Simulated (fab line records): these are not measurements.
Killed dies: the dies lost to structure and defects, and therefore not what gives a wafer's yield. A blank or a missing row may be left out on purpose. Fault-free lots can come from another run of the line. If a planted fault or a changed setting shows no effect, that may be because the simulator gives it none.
Chamber matching | flow n5-finfet | N5_BEOL_M2_ETCHBACK_99 on rie-diel-02: 4 sister chambers
The step etches SiO2 in CHF3, target depth 5 nm, time 10.4 s. 18 wafers are shown with their chamber, then 9 later ones without.

## WAFERS WITH THEIR CHAMBER
wafer  | chamber | drypump-motor-current-A (A) | showerhead-plenum-p-Torr (Torr) | throttle-valve-pct (%)
L077.1 | 1       | 5.2                         | 2.16                            | 17.06
L077.4 | 0       | 6.1                         | 2.08                            | 17.02
L077.6 | 0       | 6.1                         | 2.08                            | 17.03
L080.1 | 3       | 5.1                         | 2.23                            | 17.49
L080.3 | 0       | 6.1                         | 2.07                            | 17.05
L080.5 | 1       | 5.2                         | 2.15                            | 17.07
L083.2 | 0       | 6.2                         | 2.07                            | 17.06
L083.4 | 2       | 5.3                         | 2.05                            | 17.54
L083.6 | 2       | 5.3                         | 2.05                            | 17.56
L089.1 | 2       | 5.3                         | 2.04                            | 17.57
L089.4 | 3       | 5.1                         | 2.23                            | 17.53
L089.6 | 3       | 5.1                         | 2.23                            | 17.55
L090.3 | 1       | 5.2                         | 2.15                            | 17.10
L090.4 | 2       | 5.3                         | 2.04                            | 17.60
L090.6 | 1       | 5.3                         | 2.15                            | 17.11
L091.2 | 1       | 5.2                         | 2.15                            | 17.11
L091.5 | 2       | 5.3                         | 2.04                            | 17.59
L091.6 | 3       | 5.1                         | 2.22                            | 17.55

SIGNATURES (means of the wafers above)
reading                  | chamber 0 | chamber 1 | chamber 2 | chamber 3 | scatter within a chamber
drypump-motor-current-A  | 6.125     | 5.220     | 5.300     | 5.100     | 0.0333
showerhead-plenum-p-Torr | 2.0750    | 2.1520    | 2.0440    | 2.2275    | 0.00518
throttle-valve-pct       | 17.0400   | 17.0900   | 17.5720   | 17.5300   | 0.0237
Rule: for each reading, subtract the chamber's mean from the wafer's reading, divide by that reading's scatter and square the result; add these up over the readings and take the root, which gives the wafer's distance from the chamber. The wafer belongs to the nearest chamber; if the next one is less than 2 further off, it can't be placed. How the scatter is found: for the shown wafers, subtract from each reading the mean of its chamber, square and add these, divide the total by (wafers less chambers), then take the root.

## WAFERS WHOSE CHAMBER IS MISSING
wafer  | drypump-motor-current-A (A) | showerhead-plenum-p-Torr (Torr) | throttle-valve-pct (%)
L092.3 | 5.1                         | 2.22                            | 17.54
L092.5 | 5.2                         | 2.15                            | 17.10
L092.6 | 5.3                         | 2.04                            | 17.58
L093.2 | 6.2                         | 2.06                            | 17.07
L093.3 | 5.1                         | 2.22                            | 17.53
L093.4 | 5.3                         | 2.04                            | 17.58
L096.1 | 5.2                         | 2.14                            | 17.12
L096.2 | 5.1                         | 2.22                            | 17.57
L096.5 | 5.2                         | 2.14                            | 17.11

## THE CHAMBER EACH PASSED THROUGH
wafer  | from the rows above | in truth
L092.3 | 3                   | 3
L092.5 | 1                   | 1
L092.6 | 2                   | 2
L093.2 | 0                   | 0
L093.3 | 3                   | 3
L093.4 | 2                   | 2
L096.1 | 1                   | 1
L096.2 | 3                   | 3
L096.5 | 1                   | 1
Correct placement for 9 of the 9. From these rows, 0 cannot be placed. Placed wrongly: 0.
